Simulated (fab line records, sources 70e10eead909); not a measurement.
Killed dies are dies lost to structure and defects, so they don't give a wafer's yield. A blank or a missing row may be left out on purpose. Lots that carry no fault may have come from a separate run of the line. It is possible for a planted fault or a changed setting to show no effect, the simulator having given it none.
fab line records :: flow nandHarc
record:
  lots: 6
  wafers: 18
  lastDay: 33
route steps=1302 shown A_CHANNEL_HOLE_D2@603 A_CHANNEL_FILL_D2@610
lots untouched by any fault: they come from a run of this same line in which no faults occurred
startH: hours from the record's first day to the start of the lot's first wafer shown :: waitH: how many hours have passed since the lot's step before this one :: " repeats the value in the row above :: L1.1+2: several wafers, shown together as one row :: - either no value or no given start :: * or withheld: withheld :: < > ~ a bound
route shown NAME@n: NAME is a module with steps in the file, n the number in the route of the first one :: usual: average and standard deviation across the fault-free wafers :: same: alike in all rows :: chamber/n: place in a boat :: sites: each site's reading :: _std_site: how widely they spread, as a standard deviation :: _edge_site: mean of outer sites minus mean of inner sites :: radiusMm: how far each site lies from the wafer's centre :: mask NAME#n: copy n :: behind: tool/chamber where the wafer was last shaped :: hold: cause of the lot's hold/its duration in hours/its outcome :: device: which transistor (n, p or np) failed to switch :: end of line: the tests these same wafers got at the end of their route :: step lacking rows: just its recipe :: killed: not the wafer's yield, but the dies lost to structure and defects at the first sort :: map: a wafer's dies, marking killed ones x, the rest . and places with no die _
set.NAME: the setting that was run; set.NAME@STEP: the one run at that earlier step :: model.NAME: the simulator's own value behind a step, which no gauge read
lots at some steps of the route; a table a step, a row a wafer
services: the hour from which a tool's chamber was out of use, counted from the record's first day as startH (under 0 if before that day), plus the number of hours and why
== steps ==
step: NHARC_A_CHANNEL_HOLE_D2_ETCH_44
recipe:
  targetDepthA: 1400
  overetchA: 140
  timeS: 77
  ionEnergyEv: 100
  cf4FlowSccm: 80
  o2FlowSccm: 20
  arFlowSccm: 0
  rfW: 300
  biasW: 100
  chemistry: CF4/O2
step: NHARC_A_CHANNEL_HOLE_D2_STRIP_28
recipe:
  o2FlowSccm: 500
  arFlowSccm: 0
  biasW: 0
  chemistry: O2
usual:
  drypumpMotorCurrentA: 5.7/0.48
  oesProductAu: 1.002/0.0073
  rfVppV: 57.7/0.75
  showerheadPlenumPTorr: 3.53/0.15
  throttleValvePct: 17.036/0.0094
lot.wafer: L427.2
tool: rieDiel-06
chamber: 0
startH: -
waitH: -
drypumpMotorCurrentA: 6.1
oesProductAu: 1.003
rfHoursCounterH: 6.9
rfVppV: 58.3
showerheadPlenumPTorr: 3.71
throttleValvePct: 17.034

lot.wafer: L427.1
tool: rieDiel-06
chamber: 1
startH: -
waitH: -
drypumpMotorCurrentA: 5.4
oesProductAu: 0.991
rfHoursCounterH: 6.4
rfVppV: 58.4
showerheadPlenumPTorr: 3.60
throttleValvePct: 17.043

lot.wafer: L427.5
tool: rieDiel-06
chamber: 1
startH: -
waitH: -
drypumpMotorCurrentA: 5.4
oesProductAu: 1.003
rfHoursCounterH: -
rfVppV: 57.9
showerheadPlenumPTorr: 3.60
throttleValvePct: 17.051

lot.wafer: L430.1
tool: rieDiel-01
chamber: 3
startH: -
waitH: -
drypumpMotorCurrentA: 5.3
oesProductAu: 1.000
rfHoursCounterH: 2.2
rfVppV: 58.5
showerheadPlenumPTorr: 3.36
throttleValvePct: 17.026

lot.wafer: L430.4
tool: rieDiel-01
chamber: 2
startH: -
waitH: -
drypumpMotorCurrentA: 5.6
oesProductAu: 0.992
rfHoursCounterH: 3.0
rfVppV: 57.8
showerheadPlenumPTorr: 3.68
throttleValvePct: 17.020

lot.wafer: L430.6
tool: rieDiel-01
chamber: 3
startH: -
waitH: -
drypumpMotorCurrentA: 5.3
oesProductAu: 1.011
rfHoursCounterH: -
rfVppV: 57.9
showerheadPlenumPTorr: 3.36
throttleValvePct: 17.031

lot.wafer: L429.4
tool: rieDiel-01
chamber: 1
startH: -
waitH: -
drypumpMotorCurrentA: 6.6
oesProductAu: 1.010
rfHoursCounterH: 1.1
rfVppV: 57.7
showerheadPlenumPTorr: 3.49
throttleValvePct: 17.050

lot.wafer: L429.3
tool: rieDiel-01
chamber: 3
startH: -
waitH: -
drypumpMotorCurrentA: 5.3
oesProductAu: 1.000
rfHoursCounterH: 2.4
rfVppV: 57.1
showerheadPlenumPTorr: 3.36
throttleValvePct: 17.014

lot.wafer: L429.1
tool: rieDiel-01
chamber: 0
startH: -
waitH: -
drypumpMotorCurrentA: 5.3
oesProductAu: 1.007
rfHoursCounterH: 3.4
rfVppV: 56.2
showerheadPlenumPTorr: 3.36
throttleValvePct: 17.043

lot.wafer: L435.2
tool: rieDiel-03
chamber: 3
startH: -
waitH: -
drypumpMotorCurrentA: 4.8
oesProductAu: 0.991
rfHoursCounterH: 1.9
rfVppV: 57.9
showerheadPlenumPTorr: 3.72
throttleValvePct: 17.034

lot.wafer: L435.5
tool: rieDiel-03
chamber: 2
startH: -
waitH: -
drypumpMotorCurrentA: 6.1
oesProductAu: 1.008
rfHoursCounterH: -
rfVppV: 58.0
showerheadPlenumPTorr: 3.70
throttleValvePct: 17.029

lot.wafer: L435.6
tool: rieDiel-03
chamber: 3
startH: -
waitH: -
drypumpMotorCurrentA: 4.8
oesProductAu: 0.997
rfHoursCounterH: -
rfVppV: 58.1
showerheadPlenumPTorr: 3.72
throttleValvePct: 17.054

lot.wafer: L437.3
tool: rieDiel-01
chamber: 2
startH: -
waitH: -
drypumpMotorCurrentA: 5.6
oesProductAu: 0.994
rfHoursCounterH: 6.1
rfVppV: 57.3
showerheadPlenumPTorr: 3.68
throttleValvePct: 17.050

lot.wafer: L437.1
tool: rieDiel-01
chamber: 0
startH: -
waitH: -
drypumpMotorCurrentA: 5.3
oesProductAu: 1.002
rfHoursCounterH: 6.2
rfVppV: 57.8
showerheadPlenumPTorr: 3.35
throttleValvePct: 17.047

lot.wafer: L437.4
tool: rieDiel-01
chamber: 1
startH: -
waitH: -
drypumpMotorCurrentA: 6.6
oesProductAu: 0.998
rfHoursCounterH: 4.3
rfVppV: 57.7
showerheadPlenumPTorr: 3.49
throttleValvePct: 17.045

lot.wafer: L438.3
tool: rieDiel-06
chamber: 3
startH: -
waitH: -
drypumpMotorCurrentA: 5.8
oesProductAu: 0.997
rfHoursCounterH: 2.4
rfVppV: 57.3
showerheadPlenumPTorr: 3.44
throttleValvePct: 17.029

lot.wafer: L438.4
tool: rieDiel-06
chamber: 3
startH: -
waitH: -
drypumpMotorCurrentA: 5.8
oesProductAu: 0.998
rfHoursCounterH: -
rfVppV: 57.9
showerheadPlenumPTorr: 3.44
throttleValvePct: 17.028

lot.wafer: L438.6
tool: rieDiel-06
chamber: 0
startH: -
waitH: -
drypumpMotorCurrentA: 6.1
oesProductAu: 0.991
rfHoursCounterH: -
rfVppV: 57.8
showerheadPlenumPTorr: 3.71
throttleValvePct: 17.040
step: NHARC_A_CHANNEL_HOLE_D2_PRECLEAN_29
recipe:
  timeS: *
  tempC: 50
  bathAgeMin: 0
  chemistry: SC1
step: NHARC_A_CHANNEL_HOLE_D2_SRD_30
step: NHARC_A_CHANNEL_HOLE_D2_CD_MEAS_31
usual:
  cdNm: 90.1/0.97
lot.wafer: L427.1
tool: cdSem-02
chamber: -
startH: 414.11
waitH: -
cdNm: 87.8

lot.wafer: L427.2
tool: cdSem-02
chamber: -
startH: 414.11
waitH: -
cdNm: 88.4

lot.wafer: L427.5
tool: cdSem-02
chamber: -
startH: 414.11
waitH: -
cdNm: 89.4

lot.wafer: L430.1
tool: cdSem-01
chamber: -
startH: 438.13
waitH: -
cdNm: 89.3

lot.wafer: L430.4
tool: cdSem-01
chamber: -
startH: 438.13
waitH: -
cdNm: 91.2

lot.wafer: L430.6
tool: cdSem-01
chamber: -
startH: 438.13
waitH: -
cdNm: 90.1

lot.wafer: L429.1
tool: cdSem-01
chamber: -
startH: 438.56
waitH: -
cdNm: 91.0

lot.wafer: L429.3
tool: cdSem-01
chamber: -
startH: 438.56
waitH: -
cdNm: 89.5

lot.wafer: L429.4
tool: cdSem-01
chamber: -
startH: 438.56
waitH: -
cdNm: 90.2

lot.wafer: L435.2
tool: cdSem-02
chamber: -
startH: 488.64
waitH: -
cdNm: 91.1

lot.wafer: L435.5
tool: cdSem-02
chamber: -
startH: 488.64
waitH: -
cdNm: 89.9

lot.wafer: L435.6
tool: cdSem-02
chamber: -
startH: 488.64
waitH: -
cdNm: 90.5

lot.wafer: L437.1
tool: cdSem-03
chamber: -
startH: 508.12
waitH: -
cdNm: 90.5

lot.wafer: L437.3
tool: cdSem-03
chamber: -
startH: 508.12
waitH: -
cdNm: 90.8

lot.wafer: L437.4
tool: cdSem-03
chamber: -
startH: 508.12
waitH: -
cdNm: 89.9

lot.wafer: L438.3
tool: cdSem-03
chamber: -
startH: 533.60
waitH: -
cdNm: 88.2

lot.wafer: L438.4
tool: cdSem-03
chamber: -
startH: 533.60
waitH: -
cdNm: 89.5

lot.wafer: L438.6
tool: cdSem-03
chamber: -
startH: 533.60
waitH: -
cdNm: 89.2
step: NHARC_A_CHANNEL_HOLE_D2_XSEM_32
recipe:
  landingEnergyEv: 35000
usual:
  botCdNm: 74.7/1.1
  bowNm: 8.61/0.29
  tiltDeg: 0.06/0.048
lot.wafer: L427.1
tool: xsem-02
chamber: 0
startH: 414.20
waitH: 0.1
botCdNm: 73.0
bowNm: 8.33
tiltDeg: 0.10

lot.wafer: L427.2
tool: xsem-02
chamber: 0
startH: 414.20
waitH: 0.1
botCdNm: 73.6
bowNm: 8.34
tiltDeg: 0.10

lot.wafer: L427.5
tool: xsem-02
chamber: 0
startH: 414.20
waitH: 0.1
botCdNm: 75.1
bowNm: 8.35
tiltDeg: 0.10

lot.wafer: L430.1
tool: xsem-02
chamber: 0
startH: 438.22
waitH: 0.1
botCdNm: 74.3
bowNm: 8.74
tiltDeg: 0.04

lot.wafer: L430.4
tool: xsem-02
chamber: 0
startH: 438.22
waitH: 0.1
botCdNm: 75.8
bowNm: 8.70
tiltDeg: 0.04

lot.wafer: L430.6
tool: xsem-02
chamber: 0
startH: 438.22
waitH: 0.1
botCdNm: 73.3
bowNm: 8.72
tiltDeg: 0.04

lot.wafer: L429.1
tool: xsem-01
chamber: 0
startH: 438.65
waitH: 0.1
botCdNm: 75.3
bowNm: 8.39
tiltDeg: 0.09

lot.wafer: L429.3
tool: xsem-01
chamber: 0
startH: 438.65
waitH: 0.1
botCdNm: 74.1
bowNm: 8.39
tiltDeg: 0.09

lot.wafer: L429.4
tool: xsem-01
chamber: 0
startH: 438.65
waitH: 0.1
botCdNm: 74.4
bowNm: 8.42
tiltDeg: 0.09

lot.wafer: L435.2
tool: xsem-02
chamber: 0
startH: 488.73
waitH: 0.1
botCdNm: 75.9
bowNm: 8.74
tiltDeg: 0.00

lot.wafer: L435.5
tool: xsem-02
chamber: 0
startH: 488.73
waitH: 0.1
botCdNm: 75.4
bowNm: 8.78
tiltDeg: 0.00

lot.wafer: L435.6
tool: xsem-02
chamber: 0
startH: 488.73
waitH: 0.1
botCdNm: 75.2
bowNm: 8.78
tiltDeg: 0.00

lot.wafer: L437.1
tool: xsem-02
chamber: 0
startH: 508.21
waitH: 0.1
botCdNm: 75.3
bowNm: 8.50
tiltDeg: 0.00

lot.wafer: L437.3
tool: xsem-02
chamber: 0
startH: 508.21
waitH: 0.1
botCdNm: 75.5
bowNm: 8.49
tiltDeg: 0.00

lot.wafer: L437.4
tool: xsem-02
chamber: 0
startH: 508.21
waitH: 0.1
botCdNm: 74.6
bowNm: 8.52
tiltDeg: 0.01

lot.wafer: L438.3
tool: xsem-02
chamber: 0
startH: 533.69
waitH: 0.1
botCdNm: 73.2
bowNm: 8.64
tiltDeg: 0.06

lot.wafer: L438.4
tool: xsem-02
chamber: 0
startH: 533.69
waitH: 0.1
botCdNm: 73.0
bowNm: 8.67
tiltDeg: 0.06

lot.wafer: L438.6
tool: xsem-02
chamber: 0
startH: 533.69
waitH: 0.1
botCdNm: 74.6
bowNm: 8.64
tiltDeg: 0.06
step: NHARC_A_CHANNEL_HOLE_D2_INSPECT_40
usual:
  rawDefectCount: 288/78
lot.wafer: L427.1
tool: defectInspect-02
chamber: -
startH: 414.30
waitH: -
rawDefectCount: 231

lot.wafer: L427.2
tool: defectInspect-02
chamber: -
startH: 414.30
waitH: -
rawDefectCount: 433

lot.wafer: L427.5
tool: defectInspect-02
chamber: -
startH: 414.30
waitH: -
rawDefectCount: 420

lot.wafer: L430.1
tool: defectInspect-01
chamber: -
startH: 438.32
waitH: -
rawDefectCount: 231

lot.wafer: L430.4
tool: defectInspect-01
chamber: -
startH: 438.32
waitH: -
rawDefectCount: 158

lot.wafer: L430.6
tool: defectInspect-01
chamber: -
startH: 438.32
waitH: -
rawDefectCount: 132

lot.wafer: L429.1
tool: defectInspect-02
chamber: -
startH: 438.74
waitH: -
rawDefectCount: 497

lot.wafer: L429.3
tool: defectInspect-02
chamber: -
startH: 438.74
waitH: -
rawDefectCount: 494

lot.wafer: L429.4
tool: defectInspect-02
chamber: -
startH: 438.74
waitH: -
rawDefectCount: 328

lot.wafer: L435.2
tool: defectInspect-01
chamber: -
startH: 488.83
waitH: -
rawDefectCount: 316

lot.wafer: L435.5
tool: defectInspect-01
chamber: -
startH: 488.83
waitH: -
rawDefectCount: 192

lot.wafer: L435.6
tool: defectInspect-01
chamber: -
startH: 488.83
waitH: -
rawDefectCount: 246

lot.wafer: L437.1
tool: defectInspect-01
chamber: -
startH: 508.31
waitH: -
rawDefectCount: 263

lot.wafer: L437.3
tool: defectInspect-01
chamber: -
startH: 508.31
waitH: -
rawDefectCount: 254

lot.wafer: L437.4
tool: defectInspect-01
chamber: -
startH: 508.31
waitH: -
rawDefectCount: 206

lot.wafer: L438.3
tool: defectInspect-02
chamber: -
startH: 533.78
waitH: -
rawDefectCount: 171

lot.wafer: L438.4
tool: defectInspect-02
chamber: -
startH: 533.78
waitH: -
rawDefectCount: 168

lot.wafer: L438.6
tool: defectInspect-02
chamber: -
startH: 533.78
waitH: -
rawDefectCount: 249
step: NHARC_A_CHANNEL_FILL_D2_PRECLEAN_00
recipe:
  timeS: *
  tempC: 50
  bathAgeMin: 0
  chemistry: SC1
step: NHARC_A_CHANNEL_FILL_D2_SRD_01
step: NHARC_A_CHANNEL_FILL_D2_ALD_02
recipe:
  targetThkA: 60
  pulseTimeS: 10
  aldCycles: 60
  tempC: 300
  material: SiO2
step: NHARC_A_CHANNEL_FILL_D2_ALD_03
recipe:
  targetThkA: 60
  pulseTimeS: 60
  aldCycles: 58
  tempC: 630
  pressureTorr: 2
  material: SiNx
usual:
  precursorPulseHeightRel: 0.999/0.02
  susceptorTempC: 630.0/0.31
lot.wafer: L427.1
tool: aldSinBatch-02
chamber: 0
startH: -
waitH: -
precursorPulseHeightRel: 0.985
susceptorTempC: -

lot.wafer: L427.2
tool: aldSinBatch-02
chamber: 0
startH: -
waitH: -
precursorPulseHeightRel: 0.968
susceptorTempC: -

lot.wafer: L427.5
tool: aldSinBatch-02
chamber: 0
startH: -
waitH: -
precursorPulseHeightRel: 1.019
susceptorTempC: -

lot.wafer: L429.1
tool: aldSinBatch-01
chamber: 0
startH: -
waitH: -
precursorPulseHeightRel: 1.017
susceptorTempC: 630.4

lot.wafer: L429.3
tool: aldSinBatch-01
chamber: 0
startH: -
waitH: -
precursorPulseHeightRel: 1.018
susceptorTempC: 630.2

lot.wafer: L429.4
tool: aldSinBatch-01
chamber: 0
startH: -
waitH: -
precursorPulseHeightRel: 0.995
susceptorTempC: 630.3

lot.wafer: L430.1
tool: aldSinBatch-01
chamber: 0
startH: -
waitH: -
precursorPulseHeightRel: 0.977
susceptorTempC: 629.8

lot.wafer: L430.4
tool: aldSinBatch-01
chamber: 0
startH: -
waitH: -
precursorPulseHeightRel: 1.018
susceptorTempC: 630.0

lot.wafer: L430.6
tool: aldSinBatch-01
chamber: 0
startH: -
waitH: -
precursorPulseHeightRel: 1.040
susceptorTempC: 630.0

lot.wafer: L435.2
tool: aldSinBatch-01
chamber: 0
startH: -
waitH: -
precursorPulseHeightRel: 0.986
susceptorTempC: 629.7

lot.wafer: L435.5
tool: aldSinBatch-01
chamber: 0
startH: -
waitH: -
precursorPulseHeightRel: 1.010
susceptorTempC: 629.6

lot.wafer: L435.6
tool: aldSinBatch-01
chamber: 0
startH: -
waitH: -
precursorPulseHeightRel: 0.950
susceptorTempC: 629.4

lot.wafer: L437.1
tool: aldSinBatch-03
chamber: 0
startH: -
waitH: -
precursorPulseHeightRel: 0.971
susceptorTempC: 629.7

lot.wafer: L437.3
tool: aldSinBatch-03
chamber: 0
startH: -
waitH: -
precursorPulseHeightRel: 1.028
susceptorTempC: 629.5

lot.wafer: L437.4
tool: aldSinBatch-03
chamber: 0
startH: -
waitH: -
precursorPulseHeightRel: 0.974
susceptorTempC: 629.9

lot.wafer: L438.3
tool: aldSinBatch-01
chamber: 0
startH: -
waitH: -
precursorPulseHeightRel: 1.006
susceptorTempC: 629.9

lot.wafer: L438.4
tool: aldSinBatch-01
chamber: 0
startH: -
waitH: -
precursorPulseHeightRel: 0.966
susceptorTempC: 630.1

lot.wafer: L438.6
tool: aldSinBatch-01
chamber: 0
startH: -
waitH: -
precursorPulseHeightRel: 1.040
susceptorTempC: 629.8
step: NHARC_A_CHANNEL_FILL_D2_ALD_14
recipe:
  targetThkA: 25
  pulseTimeS: 10
  aldCycles: 25
  tempC: 300
  material: SiO2
usual:
  heaterPowerW: 458/39
  precursorPulseHeightRel: 1.002/0.021
  susceptorTempC: 300.00/0.18
lot.wafer: L427.1
tool: aldHk-02
chamber: 0
startH: 419.81
waitH: 0.0
heaterPowerW: 447
precursorPulseHeightRel: 1.005
susceptorTempC: 299.73

lot.wafer: L427.2
tool: aldHk-02
chamber: 2
startH: 419.81
waitH: 0.0
heaterPowerW: 431
precursorPulseHeightRel: 1.004
susceptorTempC: 299.69

lot.wafer: L427.5
tool: aldHk-02
chamber: 1
startH: 419.81
waitH: 0.0
heaterPowerW: 429
precursorPulseHeightRel: 0.978
susceptorTempC: 300.12

lot.wafer: L429.3
tool: aldHk-03
chamber: 2
startH: 445.55
waitH: 0.0
heaterPowerW: 493
precursorPulseHeightRel: 0.966
susceptorTempC: 300.05

lot.wafer: L429.4
tool: aldHk-03
chamber: 3
startH: 445.55
waitH: 0.0
heaterPowerW: 464
precursorPulseHeightRel: 1.027
susceptorTempC: 299.92

lot.wafer: L429.1
tool: aldHk-03
chamber: 0
startH: 445.55
waitH: 0.0
heaterPowerW: 523
precursorPulseHeightRel: 0.997
susceptorTempC: 300.24

lot.wafer: L430.1
tool: aldHk-02
chamber: 0
startH: 445.59
waitH: 0.1
heaterPowerW: 448
precursorPulseHeightRel: 0.958
susceptorTempC: -

lot.wafer: L430.4
tool: aldHk-02
chamber: 2
startH: 445.59
waitH: 0.1
heaterPowerW: 439
precursorPulseHeightRel: 1.038
susceptorTempC: -

lot.wafer: L430.6
tool: aldHk-02
chamber: 0
startH: 445.59
waitH: 0.1
heaterPowerW: 435
precursorPulseHeightRel: 1.019
susceptorTempC: -

lot.wafer: L435.2
tool: aldHk-02
chamber: 0
startH: 493.41
waitH: 0.0
heaterPowerW: 454
precursorPulseHeightRel: 1.015
susceptorTempC: 300.17

lot.wafer: L435.6
tool: aldHk-02
chamber: 0
startH: 493.41
waitH: 0.0
heaterPowerW: 447
precursorPulseHeightRel: 1.004
susceptorTempC: 300.01

lot.wafer: L435.5
tool: aldHk-02
chamber: 1
startH: 493.41
waitH: 0.0
heaterPowerW: 433
precursorPulseHeightRel: 1.012
susceptorTempC: 299.95

lot.wafer: L437.1
tool: aldHk-03
chamber: 2
startH: 515.51
waitH: 0.0
heaterPowerW: 503
precursorPulseHeightRel: 1.005
susceptorTempC: 299.90

lot.wafer: L437.3
tool: aldHk-03
chamber: 3
startH: 515.51
waitH: 0.0
heaterPowerW: 466
precursorPulseHeightRel: 0.998
susceptorTempC: 300.25

lot.wafer: L437.4
tool: aldHk-03
chamber: 0
startH: 515.51
waitH: 0.0
heaterPowerW: 514
precursorPulseHeightRel: 1.005
susceptorTempC: 299.76

lot.wafer: L438.4
tool: aldHk-03
chamber: 3
startH: 540.76
waitH: 0.1
heaterPowerW: 460
precursorPulseHeightRel: 1.025
susceptorTempC: 299.97

lot.wafer: L438.3
tool: aldHk-03
chamber: 1
startH: 540.76
waitH: 0.1
heaterPowerW: 425
precursorPulseHeightRel: 1.035
susceptorTempC: 299.98

lot.wafer: L438.6
tool: aldHk-03
chamber: 3
startH: 540.76
waitH: 0.1
heaterPowerW: 449
precursorPulseHeightRel: 0.988
susceptorTempC: 299.93
step: NHARC_A_CHANNEL_FILL_D2_ALD_15
recipe:
  targetThkA: 20
  pulseTimeS: 60
  aldCycles: 19
  tempC: 630
  pressureTorr: 2
  material: SiNx
usual:
  precursorPulseHeightRel: 1.001/0.02
  susceptorTempC: 629.9/0.34
lot.wafer: L427.1
tool: aldSinBatch-02
chamber: 0
startH: 422.93
waitH: -
precursorPulseHeightRel: 0.994
susceptorTempC: 629.8

lot.wafer: L427.2
tool: aldSinBatch-02
chamber: 0
startH: 422.93
waitH: -
precursorPulseHeightRel: 0.994
susceptorTempC: 629.5

lot.wafer: L427.5
tool: aldSinBatch-02
chamber: 0
startH: 422.93
waitH: -
precursorPulseHeightRel: 1.005
susceptorTempC: 629.7

lot.wafer: L429.1
tool: aldSinBatch-02
chamber: 0
startH: 448.66
waitH: -
precursorPulseHeightRel: 1.019
susceptorTempC: 680.3

lot.wafer: L429.3
tool: aldSinBatch-02
chamber: 0
startH: 448.66
waitH: -
precursorPulseHeightRel: 0.976
susceptorTempC: 680.4

lot.wafer: L429.4
tool: aldSinBatch-02
chamber: 0
startH: 448.66
waitH: -
precursorPulseHeightRel: 1.020
susceptorTempC: 680.5

lot.wafer: L430.1
tool: aldSinBatch-02
chamber: 0
startH: 448.66
waitH: -
precursorPulseHeightRel: 1.015
susceptorTempC: 680.3

lot.wafer: L430.4
tool: aldSinBatch-02
chamber: 0
startH: 448.66
waitH: -
precursorPulseHeightRel: 1.011
susceptorTempC: 679.9

lot.wafer: L430.6
tool: aldSinBatch-02
chamber: 0
startH: 448.66
waitH: -
precursorPulseHeightRel: 0.979
susceptorTempC: 680.4

lot.wafer: L435.2
tool: aldSinBatch-03
chamber: 0
startH: 496.53
waitH: -
precursorPulseHeightRel: 0.993
susceptorTempC: 630.3

lot.wafer: L435.5
tool: aldSinBatch-03
chamber: 0
startH: 496.53
waitH: -
precursorPulseHeightRel: 0.977
susceptorTempC: 630.1

lot.wafer: L435.6
tool: aldSinBatch-03
chamber: 0
startH: 496.53
waitH: -
precursorPulseHeightRel: 1.003
susceptorTempC: 630.2

lot.wafer: L437.1
tool: aldSinBatch-03
chamber: 0
startH: 518.64
waitH: 3.1
precursorPulseHeightRel: 0.993
susceptorTempC: 629.2

lot.wafer: L437.3
tool: aldSinBatch-03
chamber: 0
startH: 518.64
waitH: 3.1
precursorPulseHeightRel: 1.023
susceptorTempC: 629.2

lot.wafer: L437.4
tool: aldSinBatch-03
chamber: 0
startH: 518.64
waitH: 3.1
precursorPulseHeightRel: 0.985
susceptorTempC: 629.3

lot.wafer: L438.3
tool: aldSinBatch-01
chamber: 0
startH: 543.84
waitH: -
precursorPulseHeightRel: 1.021
susceptorTempC: 630.0

lot.wafer: L438.4
tool: aldSinBatch-01
chamber: 0
startH: 543.84
waitH: -
precursorPulseHeightRel: 0.968
susceptorTempC: 630.4

lot.wafer: L438.6
tool: aldSinBatch-01
chamber: 0
startH: 543.84
waitH: -
precursorPulseHeightRel: 1.008
susceptorTempC: 629.8
step: NHARC_A_CHANNEL_FILL_D2_ALD_16
recipe:
  targetThkA: 15
  pulseTimeS: 10
  aldCycles: 15
  tempC: 300
  material: SiO2
usual:
  heaterPowerW: 456/31
  precursorPulseHeightRel: 1.001/0.019
  susceptorTempC: 300.00/0.2
lot.wafer: L427.2
tool: aldHk-03
chamber: 0
startH: 425.02
waitH: 0.1
heaterPowerW: 515
precursorPulseHeightRel: 0.995
susceptorTempC: 300.21

lot.wafer: L427.1
tool: aldHk-03
chamber: 1
startH: 425.02
waitH: 0.1
heaterPowerW: 425
precursorPulseHeightRel: 1.005
susceptorTempC: 300.12

lot.wafer: L427.5
tool: aldHk-03
chamber: 3
startH: 425.02
waitH: 0.1
heaterPowerW: 447
precursorPulseHeightRel: 1.043
susceptorTempC: 299.90

lot.wafer: L429.3
tool: aldHk-01
chamber: 3
startH: 450.76
waitH: 0.1
heaterPowerW: 401
precursorPulseHeightRel: 1.007
susceptorTempC: 299.94

lot.wafer: L429.4
tool: aldHk-01
chamber: 0
startH: 450.76
waitH: 0.1
heaterPowerW: 514
precursorPulseHeightRel: 1.003
susceptorTempC: 300.18

lot.wafer: L429.1
tool: aldHk-01
chamber: 1
startH: 450.76
waitH: 0.1
heaterPowerW: 447
precursorPulseHeightRel: 1.022
susceptorTempC: 299.74

lot.wafer: L430.1
tool: aldHk-01
chamber: 0
startH: 450.92
waitH: 0.2
heaterPowerW: 510
precursorPulseHeightRel: 1.001
susceptorTempC: 300.34

lot.wafer: L430.4
tool: aldHk-01
chamber: 2
startH: 450.92
waitH: 0.2
heaterPowerW: 418
precursorPulseHeightRel: 0.983
susceptorTempC: 300.05

lot.wafer: L430.6
tool: aldHk-01
chamber: 0
startH: 450.92
waitH: 0.2
heaterPowerW: 502
precursorPulseHeightRel: 0.985
susceptorTempC: 300.45

lot.wafer: L435.2
tool: aldHk-02
chamber: 1
startH: 498.68
waitH: 0.1
heaterPowerW: 436
precursorPulseHeightRel: 0.989
susceptorTempC: 300.08

lot.wafer: L435.5
tool: aldHk-02
chamber: 3
startH: 498.68
waitH: 0.1
heaterPowerW: 468
precursorPulseHeightRel: 1.006
susceptorTempC: 300.17

lot.wafer: L435.6
tool: aldHk-02
chamber: 0
startH: 498.68
waitH: 0.1
heaterPowerW: 450
precursorPulseHeightRel: 1.017
susceptorTempC: 299.93

lot.wafer: L437.4
tool: aldHk-02
chamber: 2
startH: 521.39
waitH: 0.7
heaterPowerW: 431
precursorPulseHeightRel: 0.996
susceptorTempC: 300.15

lot.wafer: L437.3
tool: aldHk-02
chamber: 0
startH: 521.39
waitH: 0.7
heaterPowerW: 451
precursorPulseHeightRel: 1.015
susceptorTempC: 300.07

lot.wafer: L437.1
tool: aldHk-02
chamber: 1
startH: 521.39
waitH: 0.7
heaterPowerW: 439
precursorPulseHeightRel: 0.994
susceptorTempC: 299.97

lot.wafer: L438.3
tool: aldHk-02
chamber: 1
startH: 546.08
waitH: 0.2
heaterPowerW: 444
precursorPulseHeightRel: 1.009
susceptorTempC: 300.05

lot.wafer: L438.4
tool: aldHk-02
chamber: 0
startH: 546.08
waitH: 0.2
heaterPowerW: 418
precursorPulseHeightRel: 1.034
susceptorTempC: 300.06

lot.wafer: L438.6
tool: aldHk-02
chamber: 2
startH: 546.08
waitH: 0.2
heaterPowerW: 454
precursorPulseHeightRel: 0.968
susceptorTempC: 299.86
== services ==
tool: aldHk-01
chamber: -
startH: 390.34
hours: 1.4
kind: repair

tool: aldHk-03
chamber: -
startH: 391.67
hours: 10.0
kind: pm

tool: rieDiel-01
chamber: 3
startH: 406.72
hours: 19.4
kind: repair

tool: rieDiel-03
chamber: 3
startH: 408.69
hours: 1.3
kind: repair

tool: rieDiel-06
chamber: 3
startH: 409.48
hours: 5.1
kind: repair

tool: rieDiel-01
chamber: 2
startH: 415.64
hours: 6.9
kind: repair

tool: rieDiel-01
chamber: 2
startH: 445.53
hours: 11.1
kind: repair

tool: rieDiel-06
chamber: -
startH: 447.82
hours: 3.9
kind: repair

tool: rieDiel-03
chamber: -
startH: 450.75
hours: 0.5
kind: repair

tool: rieDiel-03
chamber: -
startH: 458.30
hours: 9.0
kind: pm

tool: rieDiel-03
chamber: 0
startH: 479.86
hours: 5.0
kind: repair

tool: rieDiel-06
chamber: -
startH: 484.20
hours: 9.0
kind: pm

tool: rieDiel-03
chamber: 1
startH: 485.15
hours: 5.2
kind: repair

tool: aldHk-03
chamber: -
startH: 498.87
hours: 0.6
kind: repair

tool: aldSinBatch-01
chamber: -
startH: 506.00
hours: 26.0
kind: pm

tool: rieDiel-06
chamber: 1
startH: 517.13
hours: 24.9
kind: repair

tool: aldHk-02
chamber: -
startH: 526.95
hours: 2.3
kind: repair

tool: aldHk-02
chamber: -
startH: 535.14
hours: 10.0
kind: pm

tool: aldHk-02
chamber: 0
startH: 535.14
hours: 10.0
kind: ventCycle

tool: aldHk-02
chamber: 1
startH: 535.14
hours: 10.0
kind: ventCycle

tool: aldHk-02
chamber: 2
startH: 535.14
hours: 10.0
kind: ventCycle

tool: aldHk-02
chamber: 3
startH: 535.14
hours: 10.0
kind: ventCycle

tool: aldHk-02
chamber: 0
startH: 545.14
hours: -
kind: clean

tool: aldHk-02
chamber: 1
startH: 545.14
hours: -
kind: clean
== key ==
firstSign:
  step: NHARC_A_CHANNEL_FILL_D2_ALD_15
  reading: susceptorTempC
  direction: up
  sigmas: 99+
  usual: *
  struck: *
effect none on later readings
metAt NHARC_A_CHANNEL_FILL_D2_ALD_15
struckWafers L429.1,L429.3,L429.4,L430.1,L430.4,L430.6
testerLeftOut L429,L430
onsetBetween 422.93 448.66
fault:
  kind: processParameterDrift
  tool: aldSinBatch-02
  chamber: -
  onsetH: 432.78
  steps: NHARC_A_CHANNEL_FILL_D2_ALD_15
  channel: tempC
  offset: *
  shape: step
  endH: 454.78
  actsIn: *
  stated: *
testerLeftOut: of these lots the tester's yield and bins aren't shown, on N5 and GAA mostly nor the transistor test; their killed dies are dies lost to structure and defects alone, not to doping, threshold or leakage, so they don't give the yield
